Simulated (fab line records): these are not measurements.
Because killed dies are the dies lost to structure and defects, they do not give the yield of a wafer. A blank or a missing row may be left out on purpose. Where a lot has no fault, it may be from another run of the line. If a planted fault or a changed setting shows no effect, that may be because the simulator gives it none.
What tool caused it? || flow n5-finfet || 11 lots, 33 wafers sampled, at 1 step of a route of 1938

WHAT THE GAUGES SHOWED, per wafer
N5_BEOL_M13_RS_MEAS_54: the measuring method here is four-point-probe.
{"lot": "L788", "measured": "day 11 04:27", "on": "film-metro-02", "M13_RS (ohm/sq)": "0.0453 0.0440 0.0445"}
{"lot": "L789", "measured": "day 11 08:15", "on": "film-metro-02", "M13_RS (ohm/sq)": "0.0445 0.0441 0.0445"}
{"lot": "L790", "measured": "day 11 23:41", "on": "film-metro-01", "M13_RS (ohm/sq)": "0.0460 0.0448 0.0453"}
{"lot": "L794", "measured": "day 12 12:20", "on": "film-metro-01", "M13_RS (ohm/sq)": "0.0453 0.0451 0.0443"}
{"lot": "L792", "measured": "day 12 13:04", "on": "film-metro-01", "M13_RS (ohm/sq)": "0.0453 0.0446 0.0448"}
{"lot": "L793", "measured": "day 12 14:09", "on": "film-metro-01", "M13_RS (ohm/sq)": "0.0452 0.0441 0.0438"}
{"lot": "L795", "measured": "day 13 01:43", "on": "film-metro-01", "M13_RS (ohm/sq)": "0.0454 0.0444 0.0444"}
{"lot": "L796", "measured": "day 13 07:50", "on": "film-metro-02", "M13_RS (ohm/sq)": "0.0448 0.0453 0.0444"}
{"lot": "L803", "measured": "day 14 13:57", "on": "film-metro-01", "M13_RS (ohm/sq)": "0.0451 0.0451 0.0445"}
{"lot": "L807", "measured": "day 16 10:53", "on": "film-metro-01", "M13_RS (ohm/sq)": "0.0444 0.0456 0.0445"}
{"lot": "L811", "measured": "day 17 21:02", "on": "film-metro-01", "M13_RS (ohm/sq)": "0.0447 0.0434 0.0451"}

EACH LOT AND THE TOOL THAT RAN IT (in order: tool; ch and the chambers of the sampled wafers; start)
Before these readings, the record contains no process step.

THE ANSWER, worked out from the rows above alone
Rule: the lots themselves supply what counts as usual. Put in order of their means at a reading, lots are off if they are a third of the lots or fewer, leave a main group of 4 or more, and stand apart from it by a gap of 3 or more times the standard deviation of the main group's means; of several such gaps the widest counts. The tables above print the reading to a certain number of digits; a main group whose means all agree to those digits is not used. Also off: a lot with no number at a reading for which 4 or more lots have one. All remaining lots with rows at the step are treated as sound.
No lot is off at any reading shown: from this, nothing can be told.

WHAT THE SIMULATOR HAD INSERTED
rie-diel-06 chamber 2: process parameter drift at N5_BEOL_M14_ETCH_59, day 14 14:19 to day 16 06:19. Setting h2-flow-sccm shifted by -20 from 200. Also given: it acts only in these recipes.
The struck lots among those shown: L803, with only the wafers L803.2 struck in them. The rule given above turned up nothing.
